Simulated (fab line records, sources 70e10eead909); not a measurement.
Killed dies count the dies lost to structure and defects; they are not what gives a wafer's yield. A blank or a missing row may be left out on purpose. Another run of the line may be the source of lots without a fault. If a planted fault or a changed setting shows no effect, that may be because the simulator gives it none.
fab line records	flow nand-harc
[record] lots = 13	wafers = 38	last-day = 33
route steps=1302 shown A_SLIT@935 A_WL_FILL@967
lots that met no fault: from a run of the same line without faults
start-h: hours from the record's opening day to when the first of the lot's shown wafers began	wait-h: hours since the lot's step before	" unchanged from the row above	L1.1+2: one row covering several wafers at once	- no value, or no start was given	* or withheld: withheld	< > ~ a bound
route shown NAME@n: a module of which the file shows steps, and the number in the route of the first	usual: mean/standard deviation taken from wafers without a fault	same: alike in all rows	chamber/n: place in a boat	sites: each site's reading	_std_site: standard deviation across them	_edge_site: mean of outer sites minus mean of inner sites	radius-mm: how far each site lies from the wafer's centre	mask NAME#n: copy n	behind: the tool/chamber that last shaped the wafer	hold: why the lot was held/for how many hours/how that ended	device: the transistor (n, p or np) that didn't switch	end of line: the tests these same wafers got at the end of their route	for a step that has no rows: nothing shown but its recipe	killed: dies that structure and defects cost at the first sort, which is not the same as the wafer's yield	map: a wafer's dies, x killed, . not, _ none there
set.NAME: setting as actually run; set.NAME@STEP: the setting as run at that earlier step	model.NAME: the simulator's own value behind a step, which no gauge read
steps of the route over a sample of lots; a table a step, a row a wafer
services: from which hour (start-h, from the record's first day; less than 0 if before it) a tool's chamber was out of use, for how many hours, and why
[[steps]]
[step NHARC_A_SLIT_INSPECT_11]
[usual] raw-defect-count = 57/28
lot.wafer	tool	chamber	start-h	wait-h	raw-defect-count
L306.1	defect-inspect-01	-	444.08	0.0	10
L306.3	"	-	"	"	27
L306.5	"	-	"	"	22
L310.3	defect-inspect-01	-	477.21	0.0	98
L310.5	"	-	"	"	114
L310.6	"	-	"	"	105
L308.1	defect-inspect-02	-	477.36	0.0	58
L308.2	"	-	"	"	60
L308.5	"	-	"	"	48
L309.1	defect-inspect-02	-	477.89	0.0	24
L309.3	"	-	"	"	22
L309.6	"	-	"	"	18
L311.1	defect-inspect-01	-	510.61	0.0	67
L311.4	"	-	"	"	65
L311.6	"	-	"	"	75
L312.2	defect-inspect-02	-	510.78	0.0	66
L312.3	"	-	"	"	55
L312.4	"	-	"	"	74
L319.1	defect-inspect-02	-	569.64	0.0	77
L319.4	"	-	"	"	79
L319.5	"	-	"	"	80
L320.2	defect-inspect-01	-	580.38	0.0	56
L320.5	"	-	"	"	49
L321.1	defect-inspect-02	-	586.53	0.0	41
L321.5	"	-	"	"	58
L321.6	"	-	"	"	46
L323.2	defect-inspect-02	-	601.90	0.0	59
L323.5	"	-	"	"	56
L323.6	"	-	"	"	51
L325.2	defect-inspect-02	-	632.22	0.0	73
L325.3	"	-	"	"	61
L325.6	"	-	"	"	74
L327.1	defect-inspect-02	-	657.58	0.0	77
L327.3	"	-	"	"	87
L327.6	"	-	"	"	70
L326.1	defect-inspect-02	-	659.71	0.0	47
L326.3	"	-	"	"	37
L326.4	"	-	"	"	37
[step NHARC_A_WL_FILL_STRIP_29]
[recipe] time-s = 20	o2-flow-sccm = 500	ar-flow-sccm = 0	bias-w = 0	chemistry = O2
[usual] drypump-motor-current-A = 5.9/0.47	oes-product-au = 1.000/0.0073	rf-vpp-V = 57.8/0.91	showerhead-plenum-p-Torr = 3.55/0.12	throttle-valve-pct = 17.036/0.01
lot.wafer	tool	chamber	start-h	wait-h	drypump-motor-current-A	oes-product-au	rf-hours-counter-h	rf-vpp-V	showerhead-plenum-p-Torr	throttle-valve-pct
L306.1	rie-diel-11	3	469.28	0.1	5.3	1.006	2.3	57.9	3.76	17.023
L306.3	"	0	"	"	5.7	0.999	2.6	58.7	3.59	17.041
L306.5	"	0	"	"	5.7	1.005	-	58.8	3.59	17.032
L308.1	rie-diel-01	3	502.58	0.1	5.6	0.986	3.7	58.8	3.40	17.044
L308.2	"	1	"	"	5.1	0.992	3.5	58.4	3.37	17.035
L308.5	"	2	"	"	5.6	1.000	-	57.5	3.53	17.031
L310.3	rie-diel-02	0	502.63	0.1	6.8	0.995	2.9	58.4	3.50	17.044
L310.6	"	3	"	"	6.2	1.003	-	57.7	3.57	17.038
L310.5	"	0	"	"	6.8	0.991	-	57.6	3.50	17.034
L309.3	rie-diel-01	2	506.23	0.1	5.6	1.001	3.9	56.8	3.53	17.029
L309.1	"	0	"	"	6.1	0.999	3.6	57.0	3.71	17.059
L309.6	"	3	"	"	5.6	1.003	-	56.6	3.40	17.015
L312.4	rie-diel-02	0	536.41	0.1	6.8	1.002	3.9	57.5	3.50	17.059
L312.2	"	1	"	"	6.2	0.991	4.1	57.7	3.64	17.039
L312.3	"	3	"	"	6.2	1.017	4.0	56.5	3.57	17.044
L311.4	rie-diel-02	1	538.54	0.1	6.2	1.003	4.1	59.1	3.64	17.040
L311.1	"	3	"	"	6.2	0.996	4.0	56.8	3.57	17.043
L311.6	"	1	"	"	6.2	0.986	-	57.4	3.64	17.025
L319.1	rie-diel-11	2	599.11	0.1	5.8	1.007	0.0	57.3	3.60	17.040
L319.4	"	1	"	"	6.0	1.003	0.0	57.4	3.51	17.044
L319.5	"	3	"	"	5.3	1.004	-	57.7	3.76	17.026
L320.2	rie-diel-02	0	607.42	0.1	6.8	0.996	1.6	56.6	3.50	17.044
L320.5	"	0	"	"	6.8	0.999	-	57.4	3.50	17.037
L321.1	rie-diel-01	3	611.98	0.1	5.6	1.008	2.1	58.4	3.40	17.038
L321.5	"	3	"	"	5.6	1.012	-	57.9	3.40	17.036
L321.6	"	0	"	"	6.1	1.009	-	58.1	3.70	17.030
L323.2	rie-diel-02	3	627.86	0.1	6.3	0.997	2.0	58.4	3.57	17.026
L323.5	"	1	"	"	6.2	0.994	-	55.9	3.64	17.042
L323.6	"	2	"	"	5.4	1.002	-	56.6	3.36	17.032
L325.3	rie-diel-01	1	660.46	0.1	5.1	0.991	4.0	59.0	3.37	17.020
L325.2	"	2	"	"	5.6	1.004	4.0	56.1	3.53	17.043
L325.6	"	1	"	"	5.1	0.993	-	57.5	3.37	17.021
L327.1	rie-diel-11	1	683.15	0.1	6.0	0.997	6.0	58.6	3.51	17.037
L327.3	"	3	"	"	5.3	1.004	6.0	58.8	3.76	17.031
L327.6	"	2	"	"	5.8	1.002	-	58.0	3.60	17.040
L326.1	rie-diel-01	1	686.69	0.1	5.1	1.010	4.8	55.7	3.37	17.021
L326.4	"	2	"	"	5.6	0.991	4.8	57.8	3.53	17.031
L326.3	"	0	"	"	6.1	1.004	4.9	59.1	3.70	17.035
[step NHARC_A_WL_FILL_ETCHBACK_17]
[recipe] target-depth-a = 40	time-s = 26.7	chemistry = Cl2/BCl3
[usual] drypump-motor-current-A = 5.72/0.3	oes-product-au = 1.002/0.0081
lot.wafer	tool	chamber	start-h	wait-h	drypump-motor-current-A	oes-product-au	rf-hours-counter-h
L306.1	rie-metal-03	0	469.37	-	6.12	0.999	2.8
L306.3	"	1	"	"	5.83	0.990	-
L306.5	"	0	"	"	6.14	1.001	-
L308.1	rie-metal-01	1	502.67	-	5.71	1.002	1.7
L308.2	"	0	"	"	5.17	1.005	2.2
L308.5	"	0	"	"	5.16	1.013	-
L310.3	rie-metal-02	0	502.75	-	5.65	0.999	-
L310.6	"	0	"	"	5.63	1.001	-
L310.5	"	1	"	"	5.61	0.998	-
L309.1	rie-metal-03	1	506.34	-	5.88	1.000	0
L309.3	"	1	"	"	5.83	1.012	-
L309.6	"	0	"	"	6.11	1.009	-
L312.2	rie-metal-02	1	536.49	-	5.64	0.998	2.0
L312.4	"	1	"	"	5.64	1.010	-
L312.3	"	0	"	"	5.62	1.000	-
L311.1	rie-metal-03	0	538.64	-	6.12	1.001	0.5
L311.4	"	1	"	"	5.85	1.006	-
L311.6	"	1	"	"	5.83	1.001	-
L319.1	rie-metal-03	1	599.20	-	5.84	1.447	1.4
L319.4	"	0	"	"	6.10	1.005	-
L319.5	"	0	"	"	6.11	1.436	-
L320.2	rie-metal-03	1	607.51	-	5.85	1.020	1.5
L320.5	"	0	"	"	6.08	1.437	-
L321.1	rie-metal-03	1	612.08	-	5.84	1.434	1.6
L321.5	"	0	"	"	6.11	1.437	-
L321.6	"	1	"	"	5.84	1.008	-
L323.2	rie-metal-01	0	627.98	-	5.18	1.001	-
L323.5	"	0	"	"	5.20	0.995	-
L323.6	"	0	"	"	5.18	0.988	-
L325.2	rie-metal-02	1	660.54	-	5.64	1.017	0.3
L325.3	"	0	"	"	5.60	1.000	-
L325.6	"	0	"	"	5.57	1.005	-
L327.1	rie-metal-02	1	683.24	-	5.63	0.991	0.6
L327.3	"	1	"	"	5.62	1.008	-
L327.6	"	1	"	"	5.64	1.005	-
L326.1	rie-metal-01	1	686.77	-	5.72	0.991	1.7
L326.4	"	1	"	"	5.71	0.998	-
L326.3	"	0	"	"	5.17	0.990	-
[step NHARC_A_WL_FILL_ALD_19]
[recipe] target-thk-a = 20	pulse-time-s = 3	ald-cycles = 100	temp-c = 450	material = TiN
[usual] heater-power-w = 1098/94	precursor-pulse-height-rel = 1.001/0.02	susceptor-temp-C = 449.95/0.24
lot.wafer	tool	chamber	start-h	wait-h	heater-power-w	precursor-pulse-height-rel	susceptor-temp-C
L306.1	ald-metal-04	0	474.77	0.1	999	0.997	449.97
L306.3	"	1	"	"	1041	0.994	450.03
L306.5	"	0	"	"	994	1.006	450.44
L310.3	ald-metal-04	1	508.18	0.1	1027	0.988	449.75
L310.6	"	0	"	"	989	0.994	449.72
L310.5	"	1	"	"	1044	0.973	449.88
L308.1	ald-metal-03	2	508.19	0.1	1251	0.982	-
L308.2	"	3	"	"	1257	1.003	-
L308.5	"	2	"	"	1257	1.060	-
L309.3	ald-metal-02	2	511.85	0.1	1118	1.003	449.94
L309.1	"	3	"	"	1050	1.018	449.99
L309.6	"	1	"	"	1125	0.995	449.81
L312.2	ald-metal-02	2	541.95	0.1	1125	1.026	449.73
L312.3	"	1	"	"	1147	0.988	450.46
L312.4	"	2	"	"	1143	1.007	449.84
L311.4	ald-metal-04	2	541.97	0.1	1250	1.018	449.82
L311.1	"	0	"	"	1001	0.993	449.96
L311.6	"	2	"	"	1227	1.006	450.14
L319.4	ald-metal-04	1	604.64	0.1	1030	1.048	450.19
L319.1	"	3	"	"	1032	0.985	450.17
L319.5	"	1	"	"	1020	0.998	449.78
L320.2	ald-metal-04	2	613.09	0.1	1243	1.006	449.94
L320.5	"	1	"	"	1052	0.992	450.20
L321.1	ald-metal-03	2	617.48	0.1	1207	0.980	449.75
L321.6	"	1	"	"	1066	0.989	449.97
L321.5	"	2	"	"	1194	0.997	449.98
L323.2	ald-metal-02	1	633.51	0.2	1093	0.996	449.97
L323.5	"	2	"	"	1196	0.986	449.97
L323.6	"	3	"	"	1053	1.008	449.94
L325.2	ald-metal-04	0	666.04	0.1	1005	1.012	449.76
L325.3	"	1	"	"	1052	1.021	449.83
L325.6	"	3	"	"	979	0.989	449.76
L327.1	ald-metal-02	3	688.60	0.1	1098	0.991	450.53
L327.3	"	1	"	"	1076	1.042	450.57
L327.6	"	3	"	"	1079	1.033	450.44
L326.3	ald-metal-03	3	692.29	0.1	1156	1.016	449.72
L326.4	"	0	"	"	1189	1.013	449.96
L326.1	"	2	"	"	1220	1.038	449.67
[[services]]
tool	chamber	start-h	hours	kind
ald-metal-04	-	450.00	10.0	pm
rie-metal-03	-	454.57	1.8	repair
ald-metal-02	-	494.74	2.0	repair
rie-metal-03	-	495.07	9.0	pm
rie-diel-02	1	496.66	2.4	repair
rie-diel-02	-	497.31	0.4	repair
rie-diel-02	2	501.78	12.5	repair
ald-metal-02	3	519.48	23.8	repair
rie-diel-01	-	533.87	9.0	pm
rie-diel-01	3	545.36	9.9	repair
rie-diel-02	-	546.70	9.0	pm
ald-metal-02	2	556.81	2.7	repair
ald-metal-04	3	565.80	1.5	repair
ald-metal-02	0	576.96	7.9	repair
ald-metal-02	-	586.00	10.0	pm
rie-diel-02	1	592.77	2.6	repair
rie-diel-02	-	600.23	2.8	repair
rie-metal-02	-	607.00	9.0	pm
ald-metal-04	-	628.00	10.0	pm
rie-diel-01	3	633.70	3.9	repair
ald-metal-02	-	650.95	0.6	repair
rie-metal-02	-	668.49	0.2	repair
ald-metal-02	3	668.88	2.9	repair
rie-metal-03	-	672.07	9.0	pm
[[key]]
[first-sign] step = NHARC_A_WL_FILL_ETCHBACK_17	reading = oes-product-au	direction = up	sigmas = 54	usual = 1.002	struck = 1.438
effect none on later readings
met-at NHARC_A_WL_FILL_ETCHBACK_17
struck-lots L319,L320,L321
struck-wafers L319.1,L319.5,L320.5,L321.1,L321.5
tester-left-out L319,L320,L321
not-acting-at NHARC_A_SLIT_INSPECT_11,NHARC_A_WL_FILL_STRIP_29,NHARC_A_WL_FILL_ALD_19
onset-between 538.64 599.20
[fault] kind = process-parameter-drift	tool = rie-metal-03	chamber = -	onset-h = 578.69	steps = NHARC_A_WL_FILL_ETCHBACK_17	channel = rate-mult	offset = 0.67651	shape = step	end-h = 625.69	scope = struck-wafers-only
// tester-left-out: of these lots the tester's yield and bins aren't shown, on N5 and GAA mostly nor the transistor test; their killed dies are dies lost to structure and defects alone, not to doping, threshold or leakage, so they don't give the yield
